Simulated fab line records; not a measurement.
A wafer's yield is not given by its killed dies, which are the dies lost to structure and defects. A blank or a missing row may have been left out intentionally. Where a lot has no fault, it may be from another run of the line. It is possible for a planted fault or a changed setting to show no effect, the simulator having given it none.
Matching of chambers -- flow nandHarc -- 4 sister chambers for NHARC_P_M2_DESCUM_14 on rieDiel-07
The step chemistry O2, time 3 s. 4 wafers are shown with their chamber, then 8 later ones without.

WAFERS, EACH WITH ITS CHAMBER
wafer,chamber,drypumpMotorCurrentA (A)
L075.2,1,5.5
L089.4,2,5.5
L091.4,3,6.0
L092.2,0,6.3

WAFERS WITH NO CHAMBER GIVEN
wafer,drypumpMotorCurrentA (A)
L092.4,5.5
L092.6,5.5
L095.1,5.4
L095.4,6.3
L095.5,6.0
L093.1,6.3
L093.5,5.5
L093.6,5.4

WHICH CHAMBER EACH ONE RAN IN
wafer,from the rows above,in truth
L092.4,can't be placed: 1 or 2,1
L092.6,can't be placed: 1 or 2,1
L095.1,can't be placed: 1 or 2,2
L095.4,0,0
L095.5,3,3
L093.1,0,0
L093.5,can't be placed: 1 or 2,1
L093.6,can't be placed: 1 or 2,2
Placed correctly: 3 of 8. Can't be placed from these rows: 5 (the true chamber is among the candidates in 5). Number placed wrongly: 0.
How it was worked out, from the rows above alone: a wafer's distance from a chamber is the root of the sum, over the readings, of the square of ((its reading less the chamber's mean) divided by the reading's scatter). If the next closest chamber is less than 2 further off than the closest, the wafer can't be placed; otherwise it belongs to the closest. For every chamber, the mean is computed from those of its wafers that are shown. The scatter: with one shown wafer a chamber, the root of the mean of the squares of how far each hidden wafer lies from its nearest shown one.
